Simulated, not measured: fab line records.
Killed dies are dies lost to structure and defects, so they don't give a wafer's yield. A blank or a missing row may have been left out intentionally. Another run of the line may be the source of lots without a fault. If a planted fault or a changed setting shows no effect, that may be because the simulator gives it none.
Comparing a struck lot with a sound one	flow n5 finfet	13 steps out of a route of 1938
Sound: these wafers, L605.1, L605.4, L605.6. Struck: wafers L596.1, L596.3, L596.6. The cause is given at the end.
For every step that has rows: the tool of each side, followed by ch and its chambers, followed by its first start. Under that, the readings that differ: sound wafers	struck wafers	difference of the means	sigmas: that difference in standard deviations of wafers without a fault.
alike: readings with means less than 2 such deviations apart, plus words and numbers identical on both sides. not compared: withheld readings, readings lacking a value on some wafer, bounds such as >300 that could conceal the same value, and numbers that have no deviation in the record and whose values overlap.
The two part at a step that has a row with sigmas, a row that says differs or no value, or rows on one side only. Non-overlapping numbers with no deviation appear without sigmas and do not part them. A reading that every wafer of one side lacks parts them only if that side has two wafers or more.

first, 9 steps without rows for these wafers: N5_BEOL_M0_SAQP_PEB_12 (peb time 60 s); N5_BEOL_M0_SAQP_DEVELOP_13 (develop time 30 s); N5_BEOL_M0_SAQP_DESCUM_19 (chemistry O2, time 7.9 s); N5_BEOL_M0_SAQP_ETCH_83 (etches SiARC in CF4, target depth 39 nm, time 65 s); N5_BEOL_M0_SAQP_ETCH_84 (etches SOC in N2/H2, target depth 100 nm, overetch 20 nm, time 150 s); N5_BEOL_M0_SAQP_STRIP_80 (strips in N2/H2); N5_BEOL_M0_SAQP_HM_OPEN_112 (chemistry CHF3/O2, target SiO2, stops on a-Si, target depth 12 nm, time 13.5 s); N5_BEOL_M0_SAQP_STRIP_113 (strips in CHF3/O2); N5_BEOL_M0_SAQP_MANDREL_ETCH_20 (etches a-Si in HBr/Cl2, stops on SiNx, target depth 60 nm, bt time 10 s, time 30 s).
N5_BEOL_M0_SAQP_STRIP_86: strips in N2/H2.
  sound on rie diel-03 ch 1,2, day 11 02:50; struck on rie diel-04 ch 0,1,3, day 8 23:52
  no value came back on the struck wafers for any of 7 readings (bias power w (W), chamber pressure mTorr (mTorr) and others); on the sound wafers bias power w (W) reads 27.99 28.05 27.87
reading	sound	struck	difference	sigmas
model.SOC_of_BEOL_M0_SAQP_COAT_81.thk nm (nm)	0 0 0	76 75.8 75	+76	
  not compared: rf hours counter h
then, 1 step without rows for these wafers: N5_BEOL_M0_SAQP_STRIP_115 (strips in post etch residue remover, time 60 s).
N5_BEOL_M4_RC_MEAS_101:
  the record has rows for the sound wafers here (prober-01 ch 0, day 13 21:15) and none for the struck ones
-- the record jumps here: 8 days lie between the struck wafers' starts before and after (it left off in module BEOL_M4 and takes up again in module PASSIVATION, whose first step shown is number 1936 of the route) --
N5_PASSIVATION_PROBE_49:
  rows exist in the record for the struck wafers here (prober-01, day 16 13:55), but not for the sound ones

== WHERE THEY PART ==
First at N5_BEOL_M0_SAQP_STRIP_86; last, within this record, at N5_PASSIVATION_PROBE_49.

WHY: whatever the simulator had introduced
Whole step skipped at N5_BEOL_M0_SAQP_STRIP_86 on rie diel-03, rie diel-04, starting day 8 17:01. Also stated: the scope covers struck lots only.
